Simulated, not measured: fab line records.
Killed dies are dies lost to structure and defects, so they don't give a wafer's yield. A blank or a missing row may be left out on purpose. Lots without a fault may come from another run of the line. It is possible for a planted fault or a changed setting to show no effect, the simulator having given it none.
Lot-split experiment / flow n5_finfet / 7 lots, 39 wafers read, on a route of 1938 steps

ON THE SPLIT
At N5_DUMMY_GATE_EXPOSE_12 (exposes mask GATE, target cd 25 nm), the setting dose_mj was moved away from the recipe's 34 on 15 of the 39 wafers read, by -7.3% to +3.7%. The other wafers ran this setting at the recipe's value.

FROM THE SPLIT TO THE READING: what the file shows between them, 2 steps
- N5_DUMMY_GATE_PEB_13: peb time 60 s
- N5_DUMMY_GATE_DEVELOP_14: develop time 30 s

THE READING
cd_nm, in nm, at N5_DUMMY_GATE_CD_MEAS_15 (target cd 25.8 nm). Fault-free wafers of this fab line usually give 24.98 nm, standard deviation 0.28 nm.

wafer=L074.1; tool, chamber at the split=euv_scanner-01, 0; dose_mj as run=34; against the recipe=recipe; cd_nm, nm=24.86; against lot-mates on the recipe=-
wafer=L074.2; tool, chamber at the split=euv_scanner-01, 0; dose_mj as run=31.52; against the recipe=-7.3%; cd_nm, nm=27.13; against lot-mates on the recipe=+2.13
wafer=L074.3; tool, chamber at the split=euv_scanner-01, 0; dose_mj as run=31.52; against the recipe=-7.3%; cd_nm, nm=26.37; against lot-mates on the recipe=+1.37
wafer=L074.4; tool, chamber at the split=euv_scanner-01, 0; dose_mj as run=31.52; against the recipe=-7.3%; cd_nm, nm=27.05; against lot-mates on the recipe=+2.05
wafer=L074.5; tool, chamber at the split=euv_scanner-01, 0; dose_mj as run=34; against the recipe=recipe; cd_nm, nm=25.21; against lot-mates on the recipe=-
wafer=L074.6; tool, chamber at the split=euv_scanner-01, 0; dose_mj as run=34; against the recipe=recipe; cd_nm, nm=24.92; against lot-mates on the recipe=-
wafer=L075.1; tool, chamber at the split=euv_scanner-01, 0; dose_mj as run=34; against the recipe=recipe; cd_nm, nm=25.09; against lot-mates on the recipe=-
wafer=L075.2; tool, chamber at the split=euv_scanner-01, 0; dose_mj as run=34; against the recipe=recipe; cd_nm, nm=24.67; against lot-mates on the recipe=-
wafer=L075.3; tool, chamber at the split=euv_scanner-01, 0; dose_mj as run=34; against the recipe=recipe; cd_nm, nm=24.74; against lot-mates on the recipe=-
wafer=L075.4; tool, chamber at the split=euv_scanner-01, 0; dose_mj as run=34; against the recipe=recipe; cd_nm, nm=25.12; against lot-mates on the recipe=-
wafer=L075.5; tool, chamber at the split=euv_scanner-01, 0; dose_mj as run=34; against the recipe=recipe; cd_nm, nm=24.99; against lot-mates on the recipe=-
wafer=L075.6; tool, chamber at the split=euv_scanner-01, 0; dose_mj as run=34; against the recipe=recipe; cd_nm, nm=24.65; against lot-mates on the recipe=-
wafer=L081.1; tool, chamber at the split=euv_scanner-02, 0; dose_mj as run=34; against the recipe=recipe; cd_nm, nm=24.66; against lot-mates on the recipe=-
wafer=L081.2; tool, chamber at the split=euv_scanner-02, 0; dose_mj as run=32.78; against the recipe=-3.6%; cd_nm, nm=25.75; against lot-mates on the recipe=+0.92
wafer=L081.3; tool, chamber at the split=euv_scanner-02, 0; dose_mj as run=34; against the recipe=recipe; cd_nm, nm=24.67; against lot-mates on the recipe=-
wafer=L081.4; tool, chamber at the split=euv_scanner-02, 0; dose_mj as run=34; against the recipe=recipe; cd_nm, nm=25.15; against lot-mates on the recipe=-
wafer=L081.5; tool, chamber at the split=euv_scanner-02, 0; dose_mj as run=32.78; against the recipe=-3.6%; cd_nm, nm=25.38; against lot-mates on the recipe=+0.55
wafer=L081.6; tool, chamber at the split=euv_scanner-02, 0; dose_mj as run=32.78; against the recipe=-3.6%; cd_nm, nm=25.58; against lot-mates on the recipe=+0.75
wafer=L080.1; tool, chamber at the split=euv_scanner-01, 0; dose_mj as run=34; against the recipe=recipe; cd_nm, nm=25.29; against lot-mates on the recipe=-
wafer=L080.2; tool, chamber at the split=euv_scanner-01, 0; dose_mj as run=34; against the recipe=recipe; cd_nm, nm=25.03; against lot-mates on the recipe=-
wafer=L080.3; tool, chamber at the split=euv_scanner-01, 0; dose_mj as run=34.83; against the recipe=+2.4%; cd_nm, nm=24.41; against lot-mates on the recipe=-0.61
wafer=L080.4; tool, chamber at the split=euv_scanner-01, 0; dose_mj as run=34.83; against the recipe=+2.4%; cd_nm, nm=24.72; against lot-mates on the recipe=-0.30
wafer=L080.5; tool, chamber at the split=euv_scanner-01, 0; dose_mj as run=34; against the recipe=recipe; cd_nm, nm=24.74; against lot-mates on the recipe=-
wafer=L080.6; tool, chamber at the split=euv_scanner-01, 0; dose_mj as run=34.83; against the recipe=+2.4%; cd_nm, nm=24.41; against lot-mates on the recipe=-0.61
wafer=L086.1; tool, chamber at the split=euv_scanner-01, 0; dose_mj as run=35.27; against the recipe=+3.7%; cd_nm, nm=24.02; against lot-mates on the recipe=-0.83
wafer=L086.2; tool, chamber at the split=euv_scanner-01, 0; dose_mj as run=35.27; against the recipe=+3.7%; cd_nm, nm=24.10; against lot-mates on the recipe=-0.75
wafer=L086.3; tool, chamber at the split=euv_scanner-01, 0; dose_mj as run=34; against the recipe=recipe; cd_nm, nm=24.60; against lot-mates on the recipe=-
wafer=L086.4; tool, chamber at the split=euv_scanner-01, 0; dose_mj as run=34; against the recipe=recipe; cd_nm, nm=25.22; against lot-mates on the recipe=-
wafer=L086.5; tool, chamber at the split=euv_scanner-01, 0; dose_mj as run=35.27; against the recipe=+3.7%; cd_nm, nm=24.41; against lot-mates on the recipe=-0.44
wafer=L086.6; tool, chamber at the split=euv_scanner-01, 0; dose_mj as run=34; against the recipe=recipe; cd_nm, nm=24.73; against lot-mates on the recipe=-
wafer=L091.1; tool, chamber at the split=euv_scanner-01, 0; dose_mj as run=34; against the recipe=recipe; cd_nm, nm=25.31; against lot-mates on the recipe=-
wafer=L091.4; tool, chamber at the split=euv_scanner-01, 0; dose_mj as run=34; against the recipe=recipe; cd_nm, nm=24.87; against lot-mates on the recipe=-
wafer=L091.5; tool, chamber at the split=euv_scanner-01, 0; dose_mj as run=34; against the recipe=recipe; cd_nm, nm=25.31; against lot-mates on the recipe=-
wafer=L097.1; tool, chamber at the split=euv_scanner-01, 0; dose_mj as run=34.78; against the recipe=+2.3%; cd_nm, nm=24.66; against lot-mates on the recipe=-0.66
wafer=L097.2; tool, chamber at the split=euv_scanner-01, 0; dose_mj as run=34.78; against the recipe=+2.3%; cd_nm, nm=24.95; against lot-mates on the recipe=-0.37
wafer=L097.3; tool, chamber at the split=euv_scanner-01, 0; dose_mj as run=34; against the recipe=recipe; cd_nm, nm=25.18; against lot-mates on the recipe=-
wafer=L097.4; tool, chamber at the split=euv_scanner-01, 0; dose_mj as run=34; against the recipe=recipe; cd_nm, nm=25.67; against lot-mates on the recipe=-
wafer=L097.5; tool, chamber at the split=euv_scanner-01, 0; dose_mj as run=34.78; against the recipe=+2.3%; cd_nm, nm=24.42; against lot-mates on the recipe=-0.90
wafer=L097.6; tool, chamber at the split=euv_scanner-01, 0; dose_mj as run=34; against the recipe=recipe; cd_nm, nm=25.11; against lot-mates on the recipe=-

FIT RESULTS
A straight line over all 39 wafers: cd_nm changes by -0.225 nm for each +1% of dose_mj; r = -0.91; the points scatter about the line by 0.28 nm.
The same after taking each lot's own level away (the mean of its wafers on the recipe; 39 wafers): -0.234 nm for each +1%; r = -0.94; scatter 0.24 nm.
That fit puts the effect of the largest move of dose_mj on the reading at 1.7 nm.
From 24.827 to 25.320 nm: that is the span of the lots' own levels, equal to 1.8 times the standard deviation above.
So the lot-to-lot level changes the slope little: the two slopes agree.
Check: with one of the wafers moved furthest among these (-7.3%) left out of the fit, the line predicts +1.62 nm for it against its lot-mates. It came out at +2.13 nm against them.

FILE'S OWN FIT
cd_nm changes by -0.234 nm for each +1% of dose_mj, r = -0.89.
